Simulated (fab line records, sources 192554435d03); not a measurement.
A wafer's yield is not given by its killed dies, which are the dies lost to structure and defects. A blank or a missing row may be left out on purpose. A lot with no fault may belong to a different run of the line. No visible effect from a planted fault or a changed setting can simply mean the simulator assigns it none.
fab line records	flow n5Finfet
[record] lots = 5	wafers = 15	lastDay = 17
route steps=1938 shown BEOL_M3@1011 BEOL_M4@1021 PASSIVATION@1936
lots that met no fault: taken from a fault-free run of the same line
startH: hours from the record's opening day to when the first of the lot's shown wafers began	waitH: hours elapsed since this lot's preceding step	" same as the row above	L1.1+2: several wafers, shown together as one row	- no value, or no start given	* or withheld: withheld	< > ~ a bound
route shown NAME@n: NAME is a module with steps in the file, n the number in the route of the first one	usual: average and standard deviation across the fault-free wafers	same: alike in all rows	chamber/n: place in a boat	sites: per-site readings	_std_site: how widely they spread, as a standard deviation	_edge_site: outer sites' mean less inner sites'	radiusMm: for every site, how far away it sits from the centre of the wafer	mask NAME#n: copy n	behind: tool/chamber where the wafer was last shaped	hold: what put the lot on hold/how long, in hours/how the hold closed	device: names the non-switching transistor (n, p or np)	end of line: the route-end tests of the same wafers	for a step that has no rows: nothing shown but its recipe	killed: at the first sort, the dies lost to defects and structure; wafer yield is something else	map: dies across one wafer; x = killed, . = not, _ = none there
set.NAME: the setting that was run; set.NAME@STEP: the one run at that earlier step	model.NAME: the simulator's own value behind a step, which no gauge read
lots at selected steps of the route; one table per step, one row per wafer
services: from which hour (startH, from the record's first day; less than 0 if before it) a tool's chamber was out of use, for how many hours, and why
[[steps]]
[step N5_BEOL_M3_ECD_50]
[recipe] material = Cu	targetThkA = 3000
[step N5_BEOL_M3_ANNEAL_51]
[recipe] tempC = 225	timeS = 90	ambient = N2
[step N5_BEOL_M3_CMP_52]
[recipe] stopOn = SiOC	tOverpolishS = 6.8	downForcePsi = 1	platenRpm = 50	clearingPlatenDownForcePsi = 1.5	clearingPlatenRpm = 50	postCmpClean = cuAlkaline	targetThkNm = 40	clearingPlatenPadVelocityMS = 0.99484	padVelocityMS = 0.99484
[step N5_BEOL_M3_PRE_CLEAN_60]
[recipe] gas = NH3/H2	timeS = 15	tempC = *	rfPowerW = 300
[step N5_BEOL_M3_CO_CAP_55]
[recipe] material = Co	targetThkA = 20	tempC = 200	precursor = CCTBA/H2	pressureTorr = 30	timeS = 102.1
[step N5_BEOL_M3_PRE_CLEAN_56]
[recipe] gas = NH3	timeS = 15	tempC = withheld	rfPowerW = 300
[step N5_BEOL_M3_DEP_57]
[recipe] material = SiCN	targetThkA = 80	tempC = withheld	precursor = 3MS/NH3	pressureTorr = 3	rfW = 202	timeS = 14
[step N5_BEOL_M4_ILD_DEP_00]
[recipe] material = SiOC	targetThkA = 790	tempC = 350	precursor = DEMS/O2	pressureTorr = 5	rfW = 500	timeS = 15.3
[step N5_BEOL_M4_PECVD_72]
[recipe] material = SiO2	targetThkA = 160	tempC = 400	precursor = TEOS/O2	pressureTorr = 5.5	rfW = 450	teosFlowSccm = 53.8	gas = O2	flowSccm = 3000	timeS = 18
[usual] chamberPressureTorr = 5.498/0.012	heaterPowerOuterW = 443/68	heaterPowerW = 760/130	showerheadPlenumPTorr = 8.79/0.044	throttleValvePct = 21.6/1
lot.wafer	tool	chamber	startH	waitH	chamberPressureTorr	heaterPowerOuterW	heaterPowerW	showerheadPlenumPTorr	sinceWetCleanH	throttleValvePct
L725.2	pecvd-02	2	180.82	0.0	-	-	-	-	-	-
L725.3	"	0	"	"	-	-	-	-	-	-
L725.5	"	1	"	"	-	-	-	-	-	-
L723.2	pecvd-04	2	181.13	0.0	-	-	-	-	-	-
L723.4	"	1	"	"	-	-	-	-	-	-
L723.5	"	2	"	"	-	-	-	-	-	-
L724.2	pecvd-04	2	188.42	0.0	-	-	-	-	-	-
L724.3	"	1	"	"	-	-	-	-	-	-
L724.6	"	0	"	"	-	-	-	-	-	-
L739.2	pecvd-02	2	277.46	0.0	5.491	336	543	8.83	227	20.5
L739.3	"	1	"	"	5.491	444	790	8.75	1706	22.5
L739.5	"	2	"	"	5.456	343	529	8.82	-	20.6
L742.1	pecvd-02	1	294.12	0.0	5.506	524	921	8.76	1723	22.6
L742.2	"	2	"	"	5.484	386	597	8.81	244	20.5
L742.6	"	1	"	"	5.493	532	909	8.79	-	22.5
[step N5_BEOL_M4_HM_DEP_02]
[recipe] material = TiN	targetThkA = 200	tempC = 25	chamberPressurePa = 0.49996
[step N5_BEOL_M4_COAT_61]
[recipe] resist = SOC	tempC = 250	timeS = 60	spinRpm = 1500	resistThkNm = 60
[step N5_BEOL_M4_COAT_62]
[recipe] resist = SiARC	tempC = 220	timeS = 60	spinRpm = 1500	resistThkNm = 12
[step N5_BEOL_M4_COAT_73]
[recipe] resist = underlayer	tempC = 205	timeS = 60	spinRpm = 1500	resistThkNm = 5
[step N5_BEOL_M4_COAT_05]
[recipe] resist = CAR-EUV	spinRpm = 1500	resistThkNm = 30
[step N5_BEOL_M4_EBR_07]
[recipe] solvent = PGMEA	ebrWidthMm = 1.5
[step N5_BEOL_M4_SOFTBAKE_06]
[recipe] tempC = 110	timeS = 60	resist = CAR-EUV
[step N5_BEOL_M4_EXPOSE_08]
[recipe] maskId = M4	na = 0.33	sourceShape = dipole	sigmaInner = 0.369	sigmaOuter = 0.767	polarization = unpolarized	doseMj = 41.25
[step N5_BEOL_M4_PEB_09]
[recipe] pebTempC = 100	pebTimeS = 60	resist = CAR-EUV
[step N5_BEOL_M4_DEVELOP_10]
[recipe] developTimeS = 30	developer = TMAH	resist = CAR-EUV	rinseLiquid = surfactantRinse	dry = airSpin	devTempC = 23
[step N5_BEOL_M4_DESCUM_16]
[recipe] chemistry = O2	timeS = 7	sourcePowerW = 50	biasPowerW = 20	pressureMtorr = 20	rfFrequencyHz = 2.712e+07	tempC = 40	resist = CAR-EUV	o2FlowSccm = 225
[step N5_BEOL_M4_ETCH_74]
[recipe] chemistry = N2/H2	target = underlayer	targetDepthA = 65	maskMaterial = CAR-EUV	timeS = 5.2	ionEnergyEv = 200	pressureMtorr = 30	sourceW = 840	biasW = 150	n2FlowSccm = 200	h2FlowSccm = 200	ends = cleared
[step N5_BEOL_M4_ETCH_63]
[recipe] chemistry = CF4	target = SiARC	targetDepthA = 156	maskMaterial = CAR-EUV	timeS = 26	ionEnergyEv = 80	pressureMtorr = 40	sourceW = 545	biasW = 36	Ar_flow_sccm = 100	cf4FlowSccm = 100	ends = cleared
[step N5_BEOL_M4_ETCH_64]
[recipe] chemistry = N2/H2	target = SOC	targetDepthA = 750	overetchA = 225	maskMaterial = SiARC	tempC = 40	timeS = 121.9	ionEnergyEv = 200	pressureMtorr = 30	sourceW = 840	biasW = 150	n2FlowSccm = 200	h2FlowSccm = 200
[step N5_BEOL_M4_STRIP_65]
[recipe] chemistry = N2/H2	tempC = 40	n2FlowSccm = 200	h2FlowSccm = 200	rfFrequencyHz = 6e+07
[step N5_BEOL_M4_STRIP_75]
[recipe] chemistry = N2/H2	tempC = 40	n2FlowSccm = 200	h2FlowSccm = 200	rfFrequencyHz = 6e+07
[step N5_BEOL_M4_STRIP_66]
[recipe] chemistry = CF4	resist = SiARC	powerW = 300	biasPowerW = 75	pressureMtorr = 50	cf4FlowSccm = 150	rfFrequencyHz = 6e+07
[step N5_BEOL_M4_HM_OPEN_17]
[recipe] chemistry = Cl2/BCl3	targetDepthA = 200	overetchA = 60	target = TiN	maskMaterial = SOC	ionEnergyEv = 150	pressureMtorr = 10	icpW = 1000	biasW = 126	Cl2_flow_sccm = 53.25	bcl3FlowSccm = 21.75	Ar_flow_sccm = 25
[step N5_BEOL_M4_STRIP_19]
[recipe] chemistry = O2	powerW = 400	tempC = 40	pressureMtorr = 30	rfFrequencyHz = 6e+07	biasPowerW = 0	overashFraction = 0.2	o2FlowSccm = 225
[step N5_BEOL_M4_COAT_67]
[recipe] resist = SOC	tempC = 250	timeS = 60	spinRpm = 1500	resistThkNm = 60
[step N5_BEOL_M4_COAT_68]
[recipe] resist = SiARC	tempC = 220	timeS = 60	spinRpm = 1500	resistThkNm = 12
[step N5_BEOL_M4_COAT_76]
[recipe] resist = underlayer	tempC = 205	timeS = 60	spinRpm = 1500	resistThkNm = 5
[step N5_BEOL_M4_COAT_22]
[recipe] resist = CAR-EUV	spinRpm = 1500	resistThkNm = 30
[step N5_BEOL_M4_EBR_24]
[recipe] solvent = PGMEA	ebrWidthMm = 1.5
[step N5_BEOL_M4_SOFTBAKE_23]
[recipe] tempC = 110	timeS = 60	resist = CAR-EUV
[step N5_BEOL_M4_RC_MEAS_101]
[usual] DIBL_N = 35.9/1.4	DIBL_P = 35.9/1.7	IOFF_N = 0.155/0.023	IOFF_P = 0.201/0.029	ION_N = 672/8.8	ION_P = 460/7	SS_N = 71.6/0.48	SS_P = 73.1/0.64	VT_N = 250.0/3	VT_P = -251.6/3
lot.wafer	tool	chamber	startH	waitH	DIBL_N[mV/V]	DIBL_P[mV/V]	IOFF_N[nA/um]	IOFF_P[nA/um]	ION_N[uA/um]	ION_P[uA/um]	SS_N[mV/dec]	SS_P[mV/dec]	VT_N[mV]	VT_P[mV]
L725.2	prober-01	0	192.04	0.2	36.7	38.5	0.181	0.222	680	459	72.2	73.5	249.0	-252.3
L725.3	"	0	"	"	36.0	37.7	0.166	0.207	674	463	71.6	73.1	250.0	-253.5
L725.5	"	0	"	"	36.0	37.6	0.165	0.207	676	461	71.5	74.0	248.4	-251.6
L723.2	prober-02	0	194.47	0.2	37.3	36.8	0.160	0.201	665	460	71.9	73.2	251.1	-252.7
L723.4	"	0	"	"	35.7	34.2	0.129	0.169	670	452	70.9	72.5	255.2	-253.7
L723.5	"	0	"	"	34.6	33.3	0.116	0.159	660	453	71.2	72.6	257.5	-254.8
L724.2	prober-01	0	198.85	0.2	35.5	35.7	0.160	0.201	678	465	70.9	73.3	249.5	-249.4
L724.3	"	0	"	"	34.8	34.9	0.142	0.195	663	454	71.0	72.7	251.4	-250.9
L724.6	"	0	"	"	35.4	35.8	0.160	0.212	670	463	71.0	73.6	251.1	-251.1
L739.2	prober-01	0	287.10	0.2	34.0	34.7	0.131	0.174	676	460	71.5	72.6	251.9	-253.8
L739.3	"	0	"	"	35.0	36.3	0.146	0.193	669	458	71.9	73.5	250.7	-253.0
L739.5	"	0	"	"	34.5	34.6	0.133	0.170	661	452	71.6	72.5	252.8	-253.6
L742.1	prober-01	0	305.76	0.2	36.1	34.9	0.146	0.175	668	452	71.7	73.5	250.2	-255.3
L742.2	"	0	"	"	34.4	33.7	0.118	0.161	665	456	71.0	73.4	254.4	-255.5
L742.6	"	0	"	"	35.7	35.3	0.139	0.182	662	452	71.7	73.2	252.2	-253.5
[step N5_PASSIVATION_PROBE_49]
[usual] defectLimitedYield = 91.7/1.5	killed_at_M0_to_M3 = 30/8.6	killed_at_M4_up = 12/4.5	killedAtContacts = 13/5.8	killedAtFrontEnd = 38/11	killedAtOther = 4/3	killedDies = 97/17	killedOnRim = 13/3.6	killedOpen = 63/12	killedShort = 32/8.8	sort_bin_5_function = 4.8/0.91	sort_bin_6_memory = 3.1/0.68	sortNPass = 1083/17	sortYieldPct = 91.7/1.5
[same] grossDies = 1180	killedAtBackSide = 0	sort_bin_4_leakage[%] = 0	sort_bin_8_speed[%] = 0
lot.wafer	tool	chamber	startH	waitH	defectLimitedYield[%]	killed_at_M0_to_M3	killed_at_M4_up	killedAtContacts	killedAtFrontEnd	killedAtOther	killedDies	killedOnRim	killedOpen	killedShort	sort_bin_5_function[%]	sort_bin_6_memory[%]	sortNPass	sortYieldPct[%]
L725.2	prober-01	-	298.30	0.1	64.1	29	337	14	37	7	424	16	62	32	32.5	3.1	756	64.1
L725.3	prober-01	-	298.35	0.1	63.1	46	322	17	42	9	436	19	85	47	31.6	4.5	744	63.1
L725.5	prober-01	-	298.45	0.2	64.7	26	323	10	51	6	416	21	54	41	31.7	3.4	764	64.7
L723.2	prober-02	-	302.21	0.1	65.9	24	330	11	33	4	402	108	51	26	31.7	2.3	778	65.9
L723.4	prober-02	-	302.31	0.2	62.5	26	335	5	67	10	443	94	63	49	33.5	3.4	737	62.5
L723.5	prober-02	-	302.36	0.2	63.8	24	337	10	51	5	427	108	68	29	32.6	3.0	753	63.8
L724.2	prober-02	-	306.04	0.2	64.0	24	340	13	47	1	425	103	53	42	31.8	3.3	755	64.0
L724.3	prober-02	-	306.09	0.3	63.0	28	355	29	24	1	437	97	64	28	33.6	3.1	743	63.0
L724.6	prober-02	-	306.24	0.4	62.0	37	351	10	48	2	448	30	68	41	33.5	3.8	732	62.0
L739.2	prober-02	-	391.06	0.1	90.2	25	11	10	57	13	116	18	64	50	5.3	4.1	1064	90.2
L739.3	prober-02	-	391.11	0.1	92.6	34	11	4	31	7	87	11	61	22	4.4	2.9	1093	92.6
L739.5	prober-02	-	391.21	0.2	92.2	22	9	2	54	5	92	14	64	25	4.8	2.5	1088	92.2
// killed by level:class
L725.2 BEOL_M4:areaPecvd=327 MOL_CONTACT_COAG:geometricParticle:open=10 BEOL_M0_SAQP:geometricParticle:short=8 FIN_SAQP:geometricParticle:open=6 FIN_SAQP:geometricParticle:short=6 DUMMY_GATE:geometricParticle:open=6 BEOL_M0_SAQP:geometricParticle:open=6 BEOL_M0:geometricParticle:open=6
L725.3 BEOL_M4:areaPecvd=304 MOL_CONTACT_COAG:geometricParticle:open=13 FIN_SAQP:geometricParticle:short=12 BEOL_M0_SAQP:geometricParticle:open=11 FIN_SAQP:geometricParticle:open=10 BEOL_M1:geometricParticle:open=9 STI_FIN_REVEAL:geometricParticle:open=7 BEOL_M0_SAQP:geometricParticle:short=7
L725.5 BEOL_M4:areaPecvd=320 FIN_SAQP:geometricParticle:short=17 BEOL_M0_SAQP:geometricParticle:open=8 MOL_CONTACT_COAG:geometricParticle:open=8 FIN_SAQP:geometricParticle:open=7 STI_FIN_REVEAL:geometricParticle:open=6 GATE_CUT:geometricParticle:short=6 BEOL_M3:geometricParticle:open=4
L723.2 BEOL_M4:areaPecvd=322 MOL_CONTACT_COAG:geometricParticle:open=11 BEOL_M0_SAQP:geometricParticle:short=10 STI_FIN_REVEAL:geometricParticle:open=7 BEOL_M0_SAQP:geometricParticle:open=5 FIN_SAQP:geometricParticle:short=4 STI_FIN_REVEAL:geometricParticle:short=4 BEOL_M2:geometricParticle:open=4
L723.4 BEOL_M4:areaPecvd=325 FIN_SAQP:geometricParticle:short=16 FIN_SAQP:geometricParticle:open=14 DUMMY_GATE:geometricParticle:open=7 BEOL_M0_SAQP:geometricParticle:short=7 MIM_TOP:geometricParticle:short=7 BEOL_M0_SAQP:geometricParticle:open=6 STI_FIN_REVEAL:geometricParticle:open=5
L723.5 BEOL_M4:areaPecvd=326 STI_FIN_REVEAL:geometricParticle:open=12 BEOL_M2:geometricParticle:open=10 FIN_SAQP:geometricParticle:open=9 MOL_CONTACT_COAG:geometricParticle:open=8 FIN_SAQP:geometricParticle:short=7 DUMMY_GATE:geometricParticle:open=4 ILD0:geometricParticle:open=4
L724.2 BEOL_M4:areaPecvd=318 FIN_SAQP:geometricParticle:short=11 BEOL_M4:geometricParticle:open=11 MOL_CONTACT_COAG:geometricParticle:open=9 BEOL_M0_SAQP:geometricParticle:short=8 HKMG_FIN:areaEtch=8 FIN_SAQP:geometricParticle:open=5 BEOL_M3:geometricParticle:open=5
L724.3 BEOL_M4:areaPecvd=343 MOL_CONTACT_COAG:geometricParticle:open=23 BEOL_M2:geometricParticle:open=7 MOL_CONTACT_COAG:geometricParticle:short=6 BEOL_M3:geometricParticle:open=6 FIN_SAQP:geometricParticle:short=5 BEOL_M0_SAQP:geometricParticle:open=5 BEOL_M3:geometricParticle:short=4
L724.6 BEOL_M4:areaPecvd=332 FIN_SAQP:geometricParticle:short=13 BEOL_M2:geometricParticle:open=9 BEOL_M3:geometricParticle:open=9 STI_FIN_REVEAL:geometricParticle:open=7 MOL_CONTACT_COAG:geometricParticle:open=7 BEOL_M6:geometricParticle:open=7 BEOL_M0_SAQP:geometricParticle:short=7
L739.2 STI_FIN_REVEAL:geometricParticle:open=13 FIN_SAQP:geometricParticle:short=11 FIN_SAQP:geometricParticle:open=10 MOL_CONTACT_COAG:geometricParticle:open=9 STI_FIN_REVEAL:geometricParticle:short=7 BEOL_M0_SAQP:geometricParticle:short=7 BEOL_M3:geometricParticle:open=5 BEOL_M0_SAQP:geometricParticle:open=5
L739.3 FIN_SAQP:geometricParticle:open=9 BEOL_M0_SAQP:geometricParticle:short=7 BEOL_M2:geometricParticle:open=7 STI_FIN_REVEAL:geometricParticle:open=6 BEOL_M0_SAQP:geometricParticle:open=6 BEOL_M0:geometricParticle:short=5 GATE_CUT:geometricParticle:open=4 MOL_CONTACT_COAG:geometricParticle:open=4
L739.5 STI_FIN_REVEAL:geometricParticle:open=14 FIN_SAQP:geometricParticle:open=11 BEOL_M0:geometricParticle:open=8 GATE_CUT:geometricParticle:short=6 BEOL_M3:geometricParticle:open=6 FIN_SAQP:geometricParticle:short=4 GATE_CUT:geometricParticle:open=4 BEOL_M0_SAQP:geometricParticle:short=4
// map L723.4 (x killed, . not)
_________________xxx..xxxxx.x________________
______________.x.xx.xx.xxxxxxxxx_____________
___________x...x.x.x.xx.x..x.xxxxxx__________
__________x.x....xx....xxxxx..xxxxxx_________
________.xx....xx.xx..xx..xx.x...x.xxx_______
_______..x..........xx.....xx.xx.xxxxxx______
______x.x.xx...x.....x......xx.xxxxxx.xx_____
_____....xx...x.x.........xx.....xxxxxxxx____
____.x...x.x.xx.......x.x..x.......xx.xxxx___
___....x..xx.....x.........xx.xxx..x.xx.xxx__
___xx..xx....................x..xx.....xxxx__
__......xx.x.......x..x.......xx...x.xxxxxxx_
__...x......x.......x.....x.......x.xxxx.xxx_
_x.x.....x..........x....x..x...x..x.xxxxxxxx
_................x......x...x......x.xxxxxxxx
_.x............x........x....x.x..xxxxxxxxxxx
_.xx....x.........xx..x.x...x...x..x.xx..xxxx
_.x.x..x..................x...xx..xxx.x.xxxxx
_.xx.........x.............x.....x...xxxx..xx
_x.....x.x..x.x.x....x.....x..x.....x.x.xx.xx
_.......x..x..............xx....xx.xxxxxxxxxx
__........x....x..........x..x..x.xxxxxxx.xx_
__.x.x.....x.........x.....x......x.x.xx.xx._
___.x......xx..........x.x......x..x.xx.xxx__
___.xx..x............x.....x...x.xxx.xx.xxx__
____....x..............x..x...xx....xxxxxx___
_____...x.x.......x..x......x.x.....xxxxx____
______xx..............x..x.xx.xxx.xxxxx._____
_______.x...................x.xxxx..xxx______
________.......x.x..xxxxxxxxxx..xx.xxx_______
__________xx.x.x....xx...x.xx.x..x.x_________
___________...x..x....xxx..xxxxxx..__________
______________xxx...x.x.....xxxx_____________
_________________.xx......xx.________________
// map L724.6 (x killed, . not)
_________________............________________
______________x................._____________
___________....................x..x__________
__________......x..........x........_________
________.....x........x..............._______
_______x..................x.....x......______
______.....x......x.x.xxx.......x......._____
_____.........x...xx.......x........x...x____
____.....x.x..x.....x....x......x.....x...___
___.........xx.xx...xx...xxxx.x..x...x.x...__
___.....xx..x.xxx..xx.xx....x..x...x.......__
__x.xx..xx.x.x.xxx..xxx.....xxxx..x...xx...x_
__...x...xxxxxxxxx.x.xx.x....x....x......x.._
_..x..xx...x.xxxx...x.xxxx....x......x.x.....
_.x..........xx..x.xx.x...x..xx...x.......xx.
_...xxxxxx.x..x.xx.xx..xxx....xxx.x..........
_.......x.x..x..x..xxxxxxxxxxx.xxxx...x......
_.....xx.xxx..xx.xxxxxxxxx.xxx..x.xx.x.......
_x...x.xxxx.xxxx.....xx.xxxx.xx..............
_....xxx..xxxx.xxxxxx.xx.xx......x.x.....xx..
_x.xx..xx.xxxxxxxxxxxxxxxx.x.x..xx...x......x
__x.x.x...xxx...xxxxx.x.xx.x..x.x.x.xx......_
__..xx....x.xx.xxx.xx.xxxxxxxxxxx.xx........_
___x..xx.xx.xxxxxxx.xxxx.xxx.xx.....x......__
___.x..xx.x.xxxxx.xxxxxxxxx.x....x..x......__
____..x.xxxx.x.xxxxxx.xxx.....x.x...x.....___
_____.x.xx.x.xx.xxxxxx..x.xx.x.xx......x.____
______x.x...x..x.x.....xx..xx.....x....._____
_______..x.xx.x.xxxxxxxxxxx..xxx...x...______
________x..x..xxxx.x.xx...xx........x._______
__________....xx.x..x.xx..xxx.x..x.._________
___________.x.x..xx..xx....x......x__________
______________xxx..x.xxx........_____________
_________________xx.xx..x.x..________________
[[services]]
tool	chamber	startH	hours	kind
pecvd-02	-	181.36	28.1	pm
pecvd-04	-	181.78	1.6	repair
pecvd-04	2	202.47	-	clean
pecvd-04	2	202.47	-	consumableReplace:showerhead
pecvd-04	2	202.47	29.0	scheduledDown
pecvd-04	2	202.47	29.0	ventCycle
pecvd-02	2	260.86	-	calibration
[[key]]
[firstSign] step = N5_BEOL_M4_PECVD_72	reading = toolRecord	direction = missing
[effect] step = N5_PASSIVATION_PROBE_49	reading = killed_at_M4_up	direction = up	sigmas = 72	usual = 12	struck = 337
[moreKillsBornAt] N5_BEOL_M4_PECVD_72@pecvd-04 = 1963	N5_BEOL_M4_PECVD_72@pecvd-02 = 950
metAt N5_BEOL_M4_PECVD_72
struckWafers L723.2,L723.4,L723.5,L724.2,L724.3,L724.6,L725.2,L725.3,L725.5
[fault] kind = skippedStepWhole	tool = pecvd-02,pecvd-04	chamber = -	onsetH = 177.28	steps = N5_BEOL_M4_PECVD_72	scope = struckLotsOnly
